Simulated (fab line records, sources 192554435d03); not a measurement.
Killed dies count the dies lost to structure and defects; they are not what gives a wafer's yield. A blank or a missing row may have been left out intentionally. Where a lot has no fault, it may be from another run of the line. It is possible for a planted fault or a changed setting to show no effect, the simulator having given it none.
Split-lot study | flow n5Finfet | 7 lots, 21 wafers read, on a route of 1938 steps

## ON THE SPLIT
At N5_ZERO_LAYER_EXPOSE_08 (exposes mask ZERO, defocus 0 nm, target cd 2000 nm), the setting doseMj was moved away from the recipe's 16.2 on 5 of the 21 wafers read, by -6.7% to +3.5%. The other wafers ran this setting at the recipe's value.

## FROM THE SPLIT TO THE READING: what the file shows between them, 3 steps
- N5_ZERO_LAYER_PEB_09
- N5_ZERO_LAYER_DEVELOP_10: develop time 60 s
- N5_ZERO_LAYER_HARDBAKE_23: time 120 s

## THE READING
cdNm, in nm, at N5_ZERO_LAYER_CD_MEAS_11 (target cd 2000 nm). Fault-free wafers of this fab line usually give 1999.7 nm, standard deviation 2.9 nm.

wafer  | tool, chamber at the split | doseMj as run | against the recipe | cdNm, nm | against lot-mates on the recipe
L075.2 | krfScanner-01, 0           | 16.2          | recipe             | 2000.2   | -
L075.4 | krfScanner-01, 0           | 16.2          | recipe             | 2000.9   | -
L075.6 | krfScanner-01, 0           | 16.2          | recipe             | 2002.1   | -
L076.3 | krfScanner-01, 0           | 16.2          | recipe             | 2003.7   | -
L076.4 | krfScanner-01, 0           | 16.2          | recipe             | 2002.7   | -
L076.6 | krfScanner-01, 0           | 16.2          | recipe             | 2003.0   | -
L078.2 | krfScanner-02, 0           | 16.2          | recipe             | 2002.5   | -
L078.4 | krfScanner-02, 0           | 16.2          | recipe             | 2001.7   | -
L078.6 | krfScanner-02, 0           | 16.2          | recipe             | 2000.8   | -
L080.3 | krfScanner-02, 0           | 16.2          | recipe             | 1999.2   | -
L080.4 | krfScanner-02, 0           | 16.2          | recipe             | 1999.1   | -
L080.6 | krfScanner-02, 0           | 16.2          | recipe             | 1998.3   | -
L088.2 | krfScanner-01, 0           | 16.76         | +3.5%              | 2008.9   | +4.5
L088.5 | krfScanner-01, 0           | 16.2          | recipe             | 2003.9   | -
L088.6 | krfScanner-01, 0           | 16.2          | recipe             | 2005.0   | -
L090.2 | krfScanner-01, 0           | 15.54         | -4.1%              | 1992.6   | -9.8
L090.3 | krfScanner-01, 0           | 15.54         | -4.1%              | 1994.4   | -8.0
L090.6 | krfScanner-01, 0           | 16.2          | recipe             | 2002.4   | -
L091.2 | krfScanner-01, 0           | 15.11         | -6.7%              | 1984.0   | -12.8
L091.3 | krfScanner-01, 0           | 16.2          | recipe             | 1996.8   | -
L091.5 | krfScanner-01, 0           | 15.11         | -6.7%              | 1986.7   | -10.1

FIT RESULTS
A straight line over all 21 wafers: cdNm changes by +2.26 nm for each +1% of doseMj; r = +0.94; the points scatter about the line by 2.1 nm.
The same after taking each lot's own level away (the mean of its wafers on the recipe; 21 wafers): +1.76 nm for each +1%; r = +0.98; scatter 0.98 nm.
On that fit, the largest move of doseMj shifts the reading by 12 nm.
The lots' own levels span 1996.80 to 2004.45 nm, that is 2.6 times the standard deviation above.
Thus the slope moves with the lot-to-lot level: the two fits are different.
Check: -11.6 nm against its lot-mates is what the line predicts for one of the wafers moved furthest among these (-6.7%) when that wafer is left out of the fit. It came out at -12.8 nm against them.

## THESE WAFERS: OTHER SPLITS
Note: prior to the reading, these wafers also went through further splits. Each is held against what the fit with the lots' levels taken away leaves over:
other split on the same wafers | wafers away from the commonest value | r with cdNm (lot level and that fit taken away)
N5_ZERO_LAYER_COAT_05 spinRpm  | 12                                   | +0.12

## THE WHOLE CHAIN: every reading that the file lists as answering this split, in the file's order
step                     | what it does                                        | reading                                                          | change (the file's fit)              | r (the file's)
N5_ZERO_LAYER_CD_MEAS_11 | target cd 2000 nm                                   | cdNm                                                             | +1.75 nm for each +1% of the setting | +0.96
N5_ZERO_LAYER_ETCH_17    | etches SiO2 in CF4, target depth 12 nm, time 13.3 s | ZERO_LAYER.cdNm (the simulator's own value, which no gauge read) | +1.69 nm for each +1% of the setting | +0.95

## FILE'S OWN FIT
cdNm changes by +1.75 nm for each +1% of doseMj, r = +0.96.
